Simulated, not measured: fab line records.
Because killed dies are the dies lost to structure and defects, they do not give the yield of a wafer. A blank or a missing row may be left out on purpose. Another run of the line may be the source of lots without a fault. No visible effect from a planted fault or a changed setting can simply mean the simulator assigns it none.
fab line records	flow nand-harc
record lots=7	wafers=21	last-day=24
route steps=1159 shown P_ZERO_WELL@14 END@1159
lots untouched by any fault: they come from a run of this same line in which no faults occurred
start-h: the number of hours between the record's first day and the start of the first shown wafer of the lot	wait-h: hours since the lot's step before	" as in the row above	L1.1+2: a row that stands for several wafers	- no value, or no start given	* or withheld: withheld	< > ~ a bound
route shown NAME@n: NAME is a module with steps in the file, n the number in the route of the first one	usual: mean and standard deviation over wafers with no fault	same: alike in all rows	chamber/n: place in a boat	sites: per-site readings	_std_site: the values' standard deviation	_edge_site: mean of outer sites minus mean of inner sites	radius-mm: how far each site lies from the wafer's centre	mask NAME#n: copy n	behind: the last tool/chamber to shape the wafer	hold: reason for holding the lot/hours on hold/outcome of the hold	device: names the non-switching transistor (n, p or np)	end of line: the same wafers' tests at the end of the route	a step given without rows: its recipe and nothing more	killed: at the first sort, the dies lost to defects and structure; wafer yield is something else	map: a wafer's dies, x killed, . not, _ none there
set.NAME: the setting the step ran with; set.NAME@STEP: the setting that earlier step ran with	model.NAME: the simulator's own value behind a step, which no gauge read
a table for each step, a row for each wafer; lots at some steps of the route
services: the hour from which a tool's chamber was out of use, counted from the record's first day as start-h (under 0 if before that day), plus the number of hours and why
## steps
# step NHARC_P_ZERO_WELL_CD_MEAS_11
# recipe target-cd-nm=500	landing-energy-ev=500
# usual cd-nm=500.2/1.3
lot.wafer	tool	chamber	start-h	wait-h	cd-nm
L666.2	cd-sem-02	0	19.12	-	499.9
L666.3	"	0	"	"	498.1
L666.6	"	0	"	"	498.3
L667.2	cd-sem-03	0	25.24	-	497.3
L667.3	"	0	"	"	498.4
L667.5	"	0	"	"	497.6
L668.1	cd-sem-02	0	31.23	-	500.6
L668.3	"	0	"	"	500.0
L668.5	"	0	"	"	502.5
L669.2	cd-sem-01	0	37.23	-	500.4
L669.4	"	0	"	"	500.7
L669.6	"	0	"	"	501.6
L681.1	cd-sem-02	0	109.12	-	499.6
L681.2	"	0	"	"	501.2
L681.3	"	0	"	"	502.2
L686.3	cd-sem-03	0	139.28	-	500.0
L686.5	"	0	"	"	499.6
L686.6	"	0	"	"	499.8
L687.1	cd-sem-02	0	145.24	-	500.5
L687.5	"	0	"	"	501.1
L687.6	"	0	"	"	499.6
# step NHARC_P_ZERO_WELL_HARDBAKE_12
# recipe temp-c=118	time-s=65
# step NHARC_P_ZERO_WELL_DESCUM_13
# recipe time-s=3	o2-flow-sccm=200	ar-flow-sccm=0	bias-power-w=0	chemistry=O2
# usual drypump-motor-current-A=5.7/0.32	mfc-ar-sccm=0.007/0.013	oes-product-au=1.001/0.009	rf-vpp-V=57.8/0.99	showerhead-plenum-p-Torr=1.91/0.09	throttle-valve-pct=11.311/0.0094
lot.wafer	tool	chamber	start-h	wait-h	drypump-motor-current-A	mfc-ar-sccm	oes-product-au	rf-hours-counter-h	rf-vpp-V	showerhead-plenum-p-Torr	throttle-valve-pct
L666.3	rie-diel-05	1	19.30	-	5.9	0	0.994	1	57.1	1.83	11.313
L666.2	"	2	"	"	5.7	0.007	1.005	1	58.8	1.83	11.315
L666.6	"	2	"	"	5.7	0.007	1.002	-	57.8	1.83	11.309
L667.3	rie-diel-11	1	25.40	-	5.8	0	0.998	0	56.3	1.87	11.327
L667.2	"	0	"	"	5.9	0	0.995	0	57.9	1.99	11.307
L667.5	"	1	"	"	5.8	0	0.993	-	59.1	1.87	11.301
L668.3	rie-diel-05	2	31.40	-	5.7	0.007	1.005	2	57.8	1.83	11.308
L668.1	"	3	"	"	6.0	0.018	1.007	1	59.1	1.95	11.299
L668.5	"	2	"	"	5.7	0.007	1.011	-	57.9	1.83	11.310
L669.2	rie-diel-11	2	37.40	-	5.2	0.039	1.015	1	56.8	1.78	11.305
L669.4	"	0	"	"	5.9	0	0.999	1	56.3	1.99	11.315
L669.6	"	1	"	"	5.8	0	0.996	-	57.7	1.87	11.304
L681.3	rie-diel-09	3	109.29	-	5.4	0.008	1.014	2	57.9	1.94	11.303
L681.2	"	0	"	"	6.4	0	1.002	2	57.5	1.94	11.315
L681.1	"	1	"	"	6.1	0	1.004	3	58.4	2.05	11.322
L686.3	rie-diel-11	0	139.45	-	5.9	0	1.013	9	58.9	1.99	11.308
L686.6	"	1	"	"	5.8	0	0.993	-	57.0	1.87	11.308
L686.5	"	2	"	"	5.1	0.039	1.014	-	56.4	1.78	11.319
L687.1	rie-diel-05	3	145.41	-	6.0	0.018	0.987	10	59.0	1.95	11.312
L687.6	"	1	"	"	5.9	0	0.981	-	56.1	1.82	11.315
L687.5	"	3	"	"	6.0	0.018	0.993	-	58.2	1.95	11.318
# step NHARC_P_ZERO_WELL_ETCH_65
# recipe target-depth-a=800	overetch-a=240	time-s=87.88	ion-energy-ev=200	n2-flow-sccm=150	h2-flow-sccm=150	ar-flow-sccm=0	rf-w=400	bias-w=150	chemistry=N2/H2
# usual bias-w=150.0/0.47	drypump-motor-current-A=5.7/0.31	mfc-ar-sccm=0.007/0.012	n2-flow-sccm=150.1/0.46	oes-product-au=1.001/0.0082	rf-vpp-V=430.5/2.7	showerhead-plenum-p-Torr=2.04/0.099	throttle-valve-pct=14.172/0.009
lot.wafer	tool	chamber	start-h	wait-h	bias-w	drypump-motor-current-A	mfc-ar-sccm	n2-flow-sccm	oes-product-au	rf-hours-counter-h	rf-vpp-V	showerhead-plenum-p-Torr	throttle-valve-pct
L666.2	rie-diel-05	0	19.39	0.1	150.3	5.4	0	150.1	1.001	1	436.4	2.21	14.170
L666.3	"	1	"	"	150.3	5.9	0	149.7	1.008	1	428.2	1.94	14.171
L666.6	"	2	"	"	149.7	5.8	0.007	150.0	0.998	-	428.2	1.95	14.156
L667.3	rie-diel-11	0	25.48	0.1	149.9	5.9	0	150.5	1.016	0	431.4	2.13	14.176
L667.2	"	3	"	"	150.8	5.4	0	150.1	1.000	0	433.1	2.13	14.181
L667.5	"	0	"	"	150.2	5.9	0	150.6	1.011	-	432.7	2.13	14.176
L668.1	rie-diel-05	2	31.47	0.1	150.0	5.7	0.007	149.7	0.998	2	427.4	1.95	14.181
L668.3	"	3	"	"	149.7	6.0	0.018	150.0	1.001	1	431.2	2.08	14.157
L668.5	"	2	"	"	150.7	5.7	0.007	150.3	1.005	-	428.9	1.95	14.174
L669.4	rie-diel-11	1	37.48	0.1	150.0	5.8	0	148.8	1.005	1	428.5	1.99	14.172
L669.2	"	3	"	"	150.6	5.4	0	150.4	1.005	1	432.8	2.13	14.181
L669.6	"	0	"	"	150.5	5.9	0	150.2	1.004	-	433.9	2.13	14.176
L681.1	rie-diel-09	2	109.37	0.1	149.7	6.0	0	150.1	1.008	2	429.9	2.01	14.163
L681.3	"	3	"	"	149.9	5.4	0.008	148.8	1.007	2	430.9	2.07	14.174
L681.2	"	1	"	"	149.5	6.1	0	149.8	1.004	3	433.6	2.19	14.160
L686.3	rie-diel-11	3	139.53	0.1	149.7	5.4	0	149.9	1.008	10	431.2	2.12	14.155
L686.5	"	1	"	"	149.2	5.8	0	150.1	1.008	-	428.7	1.99	14.172
L686.6	"	2	"	"	150.0	5.1	0.039	151.0	1.004	-	426.8	1.90	14.181
L687.1	rie-diel-05	1	145.51	0.1	150.9	5.9	0	149.9	0.993	9	428.4	1.94	14.176
L687.5	"	0	"	"	149.7	5.5	0	149.2	1.001	-	434.8	2.21	14.183
L687.6	"	1	"	"	151.2	5.9	0	149.8	0.997	-	429.2	1.94	14.148
# step NHARC_P_ZERO_WELL_ETCH_62
# recipe target-depth-a=130	time-s=6.5	chf3-flow-sccm=50	ar-flow-sccm=200	rf-w=500	bias-w=200	chemistry=CHF3/Ar
# usual bias-w=199.9/0.58	drypump-motor-current-A=5.7/0.33	mfc-ar-sccm=200.0/0.6	oes-product-au=0.965/0.014	rf-vpp-V=370.3/2.5	showerhead-plenum-p-Torr=2.33/0.11	throttle-valve-pct=20.217/0.0095
lot.wafer	tool	chamber	start-h	wait-h	bias-w	drypump-motor-current-A	mfc-ar-sccm	oes-product-au	rf-hours-counter-h	rf-vpp-V	showerhead-plenum-p-Torr	throttle-valve-pct
L666.2	rie-diel-05	0	-	-	200.3	5.4	199.6	0.959	2	375.2	2.53	20.212
L666.3	"	2	"	"	199.5	5.7	199.8	0.948	1	368.4	2.24	20.215
L666.6	"	1	"	"	199.3	5.9	200.7	0.965	-	368.9	2.24	20.230
L667.2	rie-diel-11	2	-	-	199.5	5.1	199.3	0.964	0	368.1	2.19	20.219
L667.3	"	3	"	"	200.3	5.4	199.2	0.981	0	372.5	2.44	20.215
L667.5	"	1	"	"	199.9	5.8	199.7	0.956	-	368.4	2.29	20.228
L668.1	rie-diel-05	1	-	-	198.7	5.9	199.7	0.949	2	367.8	2.24	20.212
L668.3	"	2	"	"	199.5	5.7	200.5	0.953	2	369.1	2.24	20.208
L668.5	"	2	"	"	199.2	5.7	199.9	0.965	-	368.0	2.24	20.211
L669.2	rie-diel-11	2	-	-	199.4	5.1	199.8	0.968	1	366.6	2.19	20.207
L669.4	"	0	"	"	200.1	5.9	199.3	0.981	1	371.0	2.44	20.218
L669.6	"	3	"	"	200.4	5.4	199.4	0.974	-	373.6	2.44	20.225
L681.2	rie-diel-09	2	-	-	199.0	6.0	199.9	0.968	2	370.4	2.31	20.225
L681.1	"	3	"	"	200.6	5.4	199.8	0.961	2	370.8	2.37	20.207
L681.3	"	0	"	"	200.5	6.5	199.6	0.983	2	371.7	2.38	20.230
L686.3	rie-diel-11	0	-	-	199.3	5.9	200.0	0.992	9	372.6	2.43	20.212
L686.5	"	0	"	"	199.6	5.9	200.1	0.997	-	372.7	2.43	20.234
L686.6	"	1	"	"	200.8	5.9	199.7	0.970	-	369.5	2.29	20.216
L687.1	rie-diel-05	1	-	-	199.0	5.9	200.1	0.936	9	368.6	2.24	20.207
L687.5	"	3	"	"	200.8	6.0	199.8	0.943	-	370.8	2.38	20.218
L687.6	"	0	"	"	199.9	5.4	200.0	0.927	-	374.1	2.53	20.216
# step NHARC_P_ZERO_WELL_ETCH_63
# recipe target-depth-a=1200	time-s=40.1	hbr-flow-sccm=150	cl2-flow-sccm=50	rf-w=400	icp-w=400	bias-w=100	chemistry=HBr/Cl2
# usual bias-w=99.96/0.3	drypump-motor-current-A=5.8/0.36	hbr-flow-sccm=150.0/0.5	oes-product-au=0.999/0.008	throttle-valve-pct=26.406/0.0086
lot.wafer	tool	chamber	start-h	wait-h	bias-w	drypump-motor-current-A	hbr-flow-sccm	oes-product-au	rf-hours-counter-h	throttle-valve-pct
L666.3	rie-si-06	0	19.58	-	99.54	5.4	149.6	0.995	0.1	26.413
L666.2	"	3	"	"	99.85	5.8	150.3	1.010	0.1	26.404
L666.6	"	1	"	"	99.97	6.2	149.6	0.993	-	26.418
L667.3	rie-si-01	3	25.65	-	100.02	5.0	149.6	1.001	0.5	26.417
L667.2	"	0	"	"	100.18	6.2	150.4	0.998	0.5	26.415
L667.5	"	0	"	"	100.27	6.2	150.2	0.998	-	26.406
L668.1	rie-si-02	0	31.66	-	100.16	5.2	149.8	0.990	1.4	26.408
L668.3	"	1	"	"	100.36	5.8	149.9	0.997	1.4	26.411
L668.5	"	0	"	"	100.17	5.2	150.1	0.984	-	26.424
L669.4	rie-si-01	0	37.64	-	100.15	6.2	149.6	1.000	0.6	26.410
L669.2	"	2	"	"	99.85	5.6	150.0	0.989	0.6	26.409
L669.6	"	1	"	"	100.64	5.8	149.4	0.990	-	26.433
L681.1	rie-si-01	2	109.54	-	99.51	5.5	148.8	0.998	1.3	26.412
L681.2	"	3	"	"	99.75	5.0	149.9	1.002	1.3	26.410
L681.3	"	0	"	"	99.98	6.2	150.7	1.003	1.2	26.410
L686.3	rie-si-02	3	139.69	-	99.93	6.1	149.5	0.993	1.1	26.411
L686.6	"	3	"	"	100.04	6.1	149.5	1.004	-	26.398
L686.5	"	0	"	"	100.00	5.2	149.5	0.999	-	26.418
L687.1	rie-si-06	1	145.71	-	99.84	6.2	150.9	0.990	1.3	26.409
L687.5	"	3	"	"	99.90	5.8	150.3	1.003	-	26.423
L687.6	"	0	"	"	99.99	5.4	150.2	0.999	-	26.411
# step NHARC_P_ZERO_WELL_STRIP_15
# recipe time-s=900	temp-c=130	chemistry=SPM
# step NHARC_P_ZERO_WELL_DEHYDRATE_16
# recipe temp-c=150	time-s=120
# step NHARC_P_ZERO_WELL_HMDS_17
# recipe time-s=30
# step NHARC_P_ZERO_WELL_COAT_18
# recipe spin-rpm=withheld
# step NHARC_P_ZERO_WELL_SOFTBAKE_19
# recipe temp-c=122	time-s=95
# step NHARC_P_ZERO_WELL_EBR_20
# step NHARC_P_ZERO_WELL_EXPOSE_21
# recipe na=0.6	target-cd-nm=720	dose-mj=22.31	mask-id=P_NWELL
# usual exposure-dose-mJ-cm2=22.308/0.023
lot.wafer	tool	chamber	start-h	wait-h	mask	exposure-dose-mJ-cm2
L666.2	krf-scanner-04	0	20.23	-	P_NWELL#0	22.332
L666.3	"	0	"	"	P_NWELL#0	22.308
L666.6	"	0	"	"	P_NWELL#0	22.306
L667.2	krf-scanner-04	0	26.30	-	P_NWELL#0	23.569
L667.3	"	0	"	"	P_NWELL#0	23.577
L667.5	"	0	"	"	P_NWELL#0	23.529
L668.1	krf-scanner-04	0	32.29	-	P_NWELL#0	23.571
L668.3	"	0	"	"	P_NWELL#0	23.574
L668.5	"	0	"	"	P_NWELL#0	23.522
L669.2	krf-scanner-04	0	38.29	-	P_NWELL#0	23.514
L669.4	"	0	"	"	P_NWELL#0	23.528
L669.6	"	0	"	"	P_NWELL#0	23.514
L681.1	krf-scanner-02	0	110.31	-	P_NWELL#0	22.275
L681.2	"	0	"	"	P_NWELL#0	22.342
L681.3	"	0	"	"	P_NWELL#0	22.302
L686.3	krf-scanner-03	0	140.34	-	P_NWELL#0	22.296
L686.5	"	0	"	"	P_NWELL#0	22.320
L686.6	"	0	"	"	P_NWELL#0	22.300
L687.1	krf-scanner-03	0	146.33	-	P_NWELL#0	22.322
L687.5	"	0	"	"	P_NWELL#0	22.309
L687.6	"	0	"	"	P_NWELL#0	22.331
# step NHARC_P_ZERO_WELL_PEB_22
# recipe peb-temp-c=118	peb-time-s=85
# step NHARC_P_ZERO_WELL_DEVELOP_23
# recipe time-s=70
# step NHARC_P_ZERO_WELL_CD_MEAS_24
# recipe target-cd-nm=720	landing-energy-ev=500
# usual cd-nm=720.2/1.3
lot.wafer	tool	chamber	start-h	wait-h	cd-nm
L666.2	cd-sem-02	0	20.39	-	719.7
L666.3	"	0	"	"	720.7
L666.6	"	0	"	"	720.2
L667.2	cd-sem-02	0	26.46	-	728.9
L667.3	"	0	"	"	731.1
L667.5	"	0	"	"	729.4
L668.1	cd-sem-01	0	32.45	-	728.1
L668.3	"	0	"	"	728.4
L668.5	"	0	"	"	730.6
L669.2	cd-sem-02	0	38.45	-	729.4
L669.4	"	0	"	"	731.4
L669.6	"	0	"	"	730.5
L681.1	cd-sem-01	0	110.47	-	719.6
L681.2	"	0	"	"	717.8
L681.3	"	0	"	"	716.9
L686.3	cd-sem-01	0	140.49	-	718.6
L686.5	"	0	"	"	721.6
L686.6	"	0	"	"	719.0
L687.1	cd-sem-01	0	146.49	-	720.5
L687.5	"	0	"	"	721.1
L687.6	"	0	"	"	719.1
# step NHARC_P_ZERO_WELL_HARDBAKE_25
# recipe temp-c=125	time-s=80
# step NHARC_P_ZERO_WELL_DESCUM_26
# recipe time-s=3	o2-flow-sccm=200	ar-flow-sccm=0	bias-power-w=0	chemistry=O2
# usual drypump-motor-current-A=5.8/0.4	mfc-ar-sccm=0.006/0.012	oes-product-au=1.003/0.0073	rf-vpp-V=57.8/0.97	showerhead-plenum-p-Torr=1.93/0.079	throttle-valve-pct=11.311/0.0087
lot.wafer	tool	chamber	start-h	wait-h	drypump-motor-current-A	mfc-ar-sccm	oes-product-au	rf-hours-counter-h	rf-vpp-V	showerhead-plenum-p-Torr	throttle-valve-pct	model.P_ZERO_WELL.cd-nm
L666.2	rie-diel-09	1	20.56	-	6.1	0	1.005	8	58.6	2.05	11.301	719.6
L666.3	"	3	"	"	5.4	0.008	1.012	8	57.7	1.94	11.318	720.8
L666.6	"	1	"	"	6.1	0	1.008	-	58.8	2.05	11.322	719.7
L667.2	rie-diel-09	0	26.64	-	6.4	0	1.010	8	58.0	1.94	11.313	728.1
L667.3	"	1	"	"	6.1	0	1.010	8	57.1	2.05	11.304	730.6
L667.5	"	3	"	"	5.4	0.008	1.000	-	57.4	1.94	11.324	729.8
L668.3	rie-diel-09	3	32.61	-	5.4	0.008	1.005	9	58.2	1.94	11.296	728.5
L668.1	"	2	"	"	6.0	0	1.014	9	57.1	1.89	11.320	728
L668.5	"	3	"	"	5.4	0.008	1.005	-	57.9	1.94	11.300	731.1
L669.2	rie-diel-11	2	38.61	-	5.1	0.039	1.008	2	58.7	1.78	11.322	729.3
L669.4	"	3	"	"	5.4	0	0.997	2	58.2	1.99	11.318	731.1
L669.6	"	3	"	"	5.4	0	1.004	-	57.3	1.99	11.305	730
L681.2	rie-diel-11	0	110.63	-	5.9	0	1.002	7	58.6	1.99	11.295	717.7
L681.3	"	2	"	"	5.1	0.039	1.007	9	57.0	1.78	11.312	717.3
L681.1	"	3	"	"	5.4	0	0.999	8	56.9	1.99	11.302	719.6
L686.3	rie-diel-11	1	140.65	-	5.8	0	1.000	9	57.8	1.87	11.314	718.1
L686.5	"	1	"	"	5.8	0	0.996	-	57.4	1.87	11.307	721
L686.6	"	2	"	"	5.1	0.039	1.001	-	56.6	1.78	11.321	719.4
L687.1	rie-diel-11	3	146.65	-	5.4	0	0.999	10	58.2	1.99	11.305	720.6
L687.6	"	3	"	"	5.4	0	0.998	-	57.1	1.99	11.322	718.8
L687.5	"	0	"	"	5.9	0	1.008	-	59.4	1.99	11.302	721
# step NHARC_P_ZERO_WELL_IMPLANT_27
# recipe energy-kev=600	dose-cm2=1e+13	tilt-deg=7
# step NHARC_END_SORT_01
# recipe temp-c=25
# usual killed-at-array=26/8.6	killed-at-other=0.7/0.97	killed-at-periphery=3.2/2.2	killed-dies=30/8.9	killed-open=3.1/1.8	killed-short=2.2/1.8
# same gross-dies=677
lot.wafer	tool	chamber	start-h	wait-h	killed-at-array	killed-at-other	killed-at-periphery	killed-dies	killed-open	killed-short
L669.2	prober-02	0	451.06	2.8	31	0	0	31	0	2
L669.4	prober-02	0	452.66	3.4	24	0	2	26	4	1
L669.6	prober-02	0	454.26	4.0	34	0	3	37	3	4
L667.2	prober-02	0	473.07	2.8	25	0	7	32	5	4
L667.3	prober-02	0	473.86	3.1	23	2	5	30	3	2
L667.5	prober-02	0	475.45	3.7	26	0	5	31	4	1
L681.1	prober-01	0	532.64	2.4	46	1	2	49	3	3
L681.3	prober-01	0	534.27	3.1	29	1	4	34	2	2
# killed by level:class
L669.2 A_SLIT:chamber-film-flake=12 A_WL_FILL:chamber-film-flake=6 A_CHANNEL_HOLE_D1:chamber-film-flake=3 A_STAIRCASE:chamber-film-flake=3 A_CONTACT:chamber-film-flake=3 A_CHANNEL_FILL_D1:chamber-film-flake=2 A_CHANNEL_HOLE_D1:geometric-particle:short=1 A_WL_FILL:geometric-particle:short=1
L669.4 A_SLIT:chamber-film-flake=11 A_CONTACT:chamber-film-flake=4 A_STAIRCASE:chamber-film-flake=3 P_M1:geometric-particle:open=1 A_ONON_D1:geometric-particle:open=1 A_CHANNEL_FILL_D1:geometric-particle:open=1 A_M0:geometric-particle:open=1 A_M0:geometric-particle:short=1
L669.6 A_SLIT:chamber-film-flake=8 A_CHANNEL_HOLE_D1:chamber-film-flake=6 A_STAIRCASE:chamber-film-flake=6 A_CONTACT:chamber-film-flake=5 A_WL_FILL:chamber-film-flake=3 A_WL_FILL:geometric-particle:short=2 P_ZERO_WELL:geometric-particle:short=1 P_STI:geometric-particle:short=1
L667.2 A_SLIT:chamber-film-flake=10 P_ZERO_WELL:chamber-film-flake=4 A_STAIRCASE:chamber-film-flake=4 A_WL_FILL:geometric-particle:short=3 A_CHANNEL_HOLE_D1:chamber-film-flake=2 P_GATE:geometric-particle:open=1 P_M0:geometric-particle:open=1 P_BONDPAD:geometric-particle:open=1
L667.3 A_SLIT:chamber-film-flake=9 A_WL_FILL:chamber-film-flake=5 P_ZERO_WELL:chamber-film-flake=2 A_CHANNEL_HOLE_D1:chamber-film-flake=2 A_STAIRCASE:chamber-film-flake=2 A_CONTACT:chamber-film-flake=2 P_GATE:geometric-particle:open=1 P_GATE:geometric-particle:short=1
L667.5 A_SLIT:chamber-film-flake=8 A_STAIRCASE:chamber-film-flake=5 P_ZERO_WELL:chamber-film-flake=4 A_CHANNEL_HOLE_D1:chamber-film-flake=4 A_WL_FILL:chamber-film-flake=3 A_ZERO_WELL:chamber-film-flake=2 P_CONTACT:geometric-particle:open=1 A_CHANNEL_FILL_D1:geometric-particle:open=1
L681.1 A_CHANNEL_HOLE_D1:chamber-film-flake=19 A_SLIT:chamber-film-flake=12 A_CONTACT:chamber-film-flake=8 A_ONON_D1:geometric-particle:open=2 P_M2:chamber-film-flake=2 A_SGD_CUT:geometric-particle:short=1 A_WL_FILL:geometric-particle:short=1 A_CONTACT:geometric-particle:short=1
L681.3 A_CHANNEL_HOLE_D1:chamber-film-flake=12 A_SLIT:chamber-film-flake=10 A_WL_FILL:chamber-film-flake=3 A_CONTACT:chamber-film-flake=2 P_STI:geometric-particle:open=1 P_M2:geometric-particle:open=1 A_WL_FILL:geometric-particle:short=1 A_CONTACT:geometric-particle:short=1
## services
tool	chamber	start-h	hours	kind
krf-scanner-03	-	-4.00	4.0	pm
rie-si-06	3	1.32	2.4	repair
krf-scanner-04	-	3.16	0.1	repair
rie-si-06	-	6.00	9.0	pm
rie-diel-11	1	6.67	5.6	repair
rie-diel-05	3	8.64	12.5	repair
rie-diel-11	-	12.50	9.0	pm
rie-diel-05	0	21.25	6.1	repair
rie-si-01	3	26.35	7.8	repair
rie-si-02	-	34.00	9.0	pm
krf-scanner-04	-	51.17	0.3	repair
rie-diel-09	-	61.54	0.2	repair
krf-scanner-04	-	63.36	2.4	repair
rie-si-01	0	66.09	2.9	repair
rie-diel-09	1	66.97	6.4	repair
krf-scanner-03	-	77.06	0.2	repair
rie-diel-09	-	77.10	9.0	pm
rie-diel-05	0	85.15	7.2	repair
krf-scanner-04	-	111.69	0.3	repair
krf-scanner-04	-	126.00	4.0	pm
rie-si-01	-	127.00	9.0	pm
krf-scanner-04	-	136.99	0.5	repair
rie-diel-05	2	139.94	7.5	repair
rie-si-01	0	142.52	15.8	repair
## key
first-sign step=NHARC_P_ZERO_WELL_EXPOSE_21	reading=exposure-dose-mJ-cm2	direction=up	sigmas=53	usual=22.308	struck=23.544
effect step=NHARC_P_ZERO_WELL_CD_MEAS_24	reading=cd-nm	direction=up	sigmas=7.4	usual=720.2	struck=729.8
model-effect step=NHARC_P_ZERO_WELL_DESCUM_26	value=P_ZERO_WELL.cd-nm	without=720.5	struck=729.6
met-at NHARC_P_ZERO_WELL_EXPOSE_21
struck-wafers L667.2,L667.3,L667.5,L668.1,L668.3,L668.5,L669.2,L669.4,L669.6
tester-left-out L667,L668,L669
onset-between 20.23 26.30
fault kind=process-parameter-drift	tool=krf-scanner-04	chamber=-	onset-h=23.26	steps=NHARC_P_ZERO_WELL_EXPOSE_21	channel=dose-mj	offset=1.217	shape=step	acts-in=these-recipes-only	stated=22.31
# tester-left-out: of these lots the tester's yield and bins aren't shown, on N5 and GAA mostly nor the transistor test; their killed dies are dies lost to structure and defects alone, not to doping, threshold or leakage, so they don't give the yield
